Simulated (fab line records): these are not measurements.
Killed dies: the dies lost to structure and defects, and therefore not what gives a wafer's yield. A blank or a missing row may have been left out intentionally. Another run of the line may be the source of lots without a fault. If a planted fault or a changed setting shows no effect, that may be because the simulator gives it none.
A lot that was struck, set against a sound lot -- flow n5 finfet -- 15 out of 1938 route steps
Sound: wafers L541.2, L541.4, L541.6. Struck: wafer L548.3 (left out: L548.1, L548.4 of the same lot, which were not struck); the cause appears at the end.
For every step that has rows: the tool of each side, followed by ch and its chambers, followed by its first start. Under that, the readings that differ: sound wafers -- struck wafers -- difference of the means -- sigmas: that difference in standard deviations of wafers without a fault.
alike: readings whose means differ by less than 2 such deviations, and words and numbers that are the same on both sides. not compared: withheld readings, readings that some wafer has no value for, bounds like >300 that may hide the same value, and numbers for which the record gives no deviation and whose values overlap.
Wherever a step has rows on one side only, a row that says differs or no value, or a row with sigmas, the two part there. When numbers do not overlap yet have no deviation, they are printed without sigmas and do not part them. A reading that every wafer of one side lacks parts them only if that side has two wafers or more.

N5_BEOL_M6_TRENCH_ETCH_37: etches SiCOH lowk in C4F6/O2, target depth 94.435 nm, time 31.5 s.
  sound: rie diel-05 ch 0,2; struck: rie diel-06 ch 0
reading,sound,struck,difference,sigmas
showerhead plenum p Torr (Torr),2.78 2.78 2.88,3.00,+0.19,+2
  alike: O2_flow_sccm, drypump motor current A, oes product au, rf vpp V, throttle valve pct
  not compared: rf hours counter h
N5_BEOL_M6_ETCH_41: etches SiCN in CH3F/O2, target depth 29.7 nm, time 52 s.
  sound: rie diel-05 ch 0,2; struck: rie diel-06 ch 0
reading,sound,struck,difference,sigmas
showerhead plenum p Torr (Torr),1.95 1.95 2.02,2.11,+0.14,+2
  alike: O2_flow_sccm, drypump motor current A, oes product au, rf vpp V, throttle valve pct
  not compared: rf hours counter h
N5_BEOL_M6_STRIP_80: strips in N2/H2, time 10 s.
  sound: rie diel-05 ch 0,2; struck: rie diel-06 ch 0
reading,sound,struck,difference,sigmas
showerhead plenum p Torr (Torr),2.45 2.45 2.55,2.69,+0.21,+2
  alike: bias power w, drypump motor current A, oes product au, rf vpp V, temp c, throttle valve pct
  not compared: rf hours counter h
N5_BEOL_M6_OCD_MEAS_38:
  sound on ocd-02, day 9 06:28; struck on ocd-01, day 10 14:50
reading,sound,struck,difference,sigmas
trench depth nm (nm),92.4 92.2 90.5,96.5,+4.8,+3
then, 4 steps without rows for these wafers: N5_BEOL_M6_HM_STRIP_39 (strips TiN in peroxide tin strip, target depth 25 nm, time 158 s); N5_BEOL_M6_SRD_40 (time 30 s); N5_BEOL_M6_PRECLEAN_42 (cleans in residue remover, time 60 s); N5_BEOL_M6_SRD_43 (time 30 s).
N5_BEOL_M6_CD_MEAS_35: target cd 40 nm, target cd y 28 nm.
  sound on cd sem-01, day 9 06:37; struck on cd sem-03, day 10 14:59
  alike: cd nm
N5_BEOL_M6_CURE_75: cures SiCOH lowk, time 120 s.
  sound on uv cure-03 ch 1, day 9 06:42; struck on uv cure-02 ch 2, day 10 15:23
  alike: lamp power pct, wafer_temp_C_max
then, 2 steps without rows for these wafers: N5_BEOL_M6_DEGAS_44 (time 60 s); N5_BEOL_M6_PRE_CLEAN_45 (time 30 s).
N5_BEOL_M6_ALD_77: deposits TaN, target thk 2 nm, pulse time 2 s, purge time 3 s.
  sound on ald metal-02 ch 1,2,3, day 9 07:05; struck on ald metal-02 ch 2, day 10 16:00
reading,sound,struck,difference,sigmas
co reactant pulse time s (s),3 3 3,1.9232,-1.0768,
  alike: heater power w
  not compared: since wet clean h
N5_BEOL_M6_SURFACE_TREAT_79:
  sound on pvd sputter-03, day 9 07:22; struck on pvd sputter-03, day 10 16:22
  not compared: throttle valve pct
-- a jump in the record: the struck wafers' starts before and after are 3 days apart (it breaks off in module BEOL_M6 and resumes in module PASSIVATION, where the first step shown is number 1936 of the route) --
N5_PASSIVATION_PROBE_49:
  only the struck wafers here have rows in the record (prober-02, day 14 01:35); the sound ones have none

## WHERE THEY PART
Last at N5_PASSIVATION_PROBE_49 as far as this record goes, first at N5_BEOL_M6_TRENCH_ETCH_37.

WHY: whatever the simulator had introduced
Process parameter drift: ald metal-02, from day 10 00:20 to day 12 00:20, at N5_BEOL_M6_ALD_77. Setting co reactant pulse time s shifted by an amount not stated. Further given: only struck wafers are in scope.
